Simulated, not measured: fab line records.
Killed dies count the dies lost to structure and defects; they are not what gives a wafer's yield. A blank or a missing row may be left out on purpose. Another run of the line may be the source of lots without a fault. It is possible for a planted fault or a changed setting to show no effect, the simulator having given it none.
Which tool is to blame? ; flow n5Finfet ; 9 lots, 27 wafers sampled, at 3 steps of a route of 1938

WHAT THE GAUGES READ, wafer by wafer
N5_BEOL_M14_CD_MEAS_28 targets a cd of 284.4 nm.
lot;measured;on;cdNm (nm)
L282;day 12 00:32;cdSem-01;284.1 281.9 280.5
L283;day 12 10:03;cdSem-03;283.7 283.8 282.1
L284;day 12 13:35;cdSem-03;282.1 285.6 285.1
L286;day 13 12:58;cdSem-01;281.6 281.6 283.3
L289;day 13 16:57;cdSem-02;284.9 282.2 281.6
L296;day 15 15:02;cdSem-02;295.4 295.4 295.6
L300;day 16 04:59;cdSem-02;293.7 295.0 291.9
L302;day 17 13:41;cdSem-02;284.9 286.4 282.9
L304;day 18 00:37;cdSem-01;284.6 281.4 280.3

EACH LOT AND THE TOOL THAT RAN IT (in order: tool; ch and the chambers of the sampled wafers; start)
lot;N5_BEOL_M14_VIA_ETCH_16;N5_BEOL_M14_EXPOSE_25
L282;rieDiel-01 ch 1,2,3, day 11 23:52;krfScanner-02 ch 0, day 12 00:22
L283;rieDiel-05 ch 1,2, day 12 09:22;krfScanner-02 ch 0, day 12 09:53
L284;rieDiel-01 ch 0,1, day 12 12:55;krfScanner-02 ch 0, day 12 13:26
L286;rieDiel-01 ch 1,2,3, day 13 12:17;krfScanner-02 ch 0, day 13 12:47
L289;rieDiel-01 ch 0,1, day 13 16:09;krfScanner-01 ch 0, day 13 16:48
L296;rieDiel-05 ch 1,2,3, day 15 14:14;krfScanner-02 ch 0, day 15 14:53
L300;rieDiel-06 ch 1,2,3, day 16 04:10;krfScanner-02 ch 0, day 16 04:49
L302;rieDiel-01 ch 0,3, day 17 13:00;krfScanner-01 ch 0, day 17 13:31
L304;rieDiel-05 ch 0,3, day 17 23:56;krfScanner-01 ch 0, day 18 00:28
- N5_BEOL_M14_VIA_ETCH_16: etches SiO2 in C4F8/O2/Ar, target depth 1231.3 nm.
- N5_BEOL_M14_EXPOSE_25: exposes mask M14, target cd 280 nm.

THE ANSWER, worked out from the rows above alone
Rule: usual is defined by the lots themselves. The widest of any qualifying gaps counts: lots, ordered by their means at a reading, are off when they make up no more than a third of the lots, leave a main group of 4 or more, and stand apart from it by 3 or more times the standard deviation of that group's means. A main group whose means are all the same, to the digits that the tables above print for the reading, isn't used. A lot without any number at a reading at which 4 lots or more have one is off too. Any other lot the step has rows for is counted as sound.
Off: L296, L300, at N5_BEOL_M14_CD_MEAS_28 (cdNm). Main group: mean 283.1 nm, sd 0.99.
A tool fits if, at a process step before that reading, it ran every lot that is off, and no sound lot after the first of them. The gauges at N5_BEOL_M14_CD_MEAS_28 are tried like those tools. One candidate fits, namely krfScanner-02 at N5_BEOL_M14_EXPOSE_25. A fault onset in the window from L286 (day 13 12:47, its last sound lot) to L296 (day 15 14:53, its first lot off) fits.

WHAT WAS PUT IN BY THE SIMULATOR
Process parameter drift: krfScanner-02, from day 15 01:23 on, at N5_BEOL_M14_EXPOSE_25. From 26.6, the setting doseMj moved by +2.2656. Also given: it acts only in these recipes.
Lots struck among those shown: L296, L300. The rule given above showed the same thing.
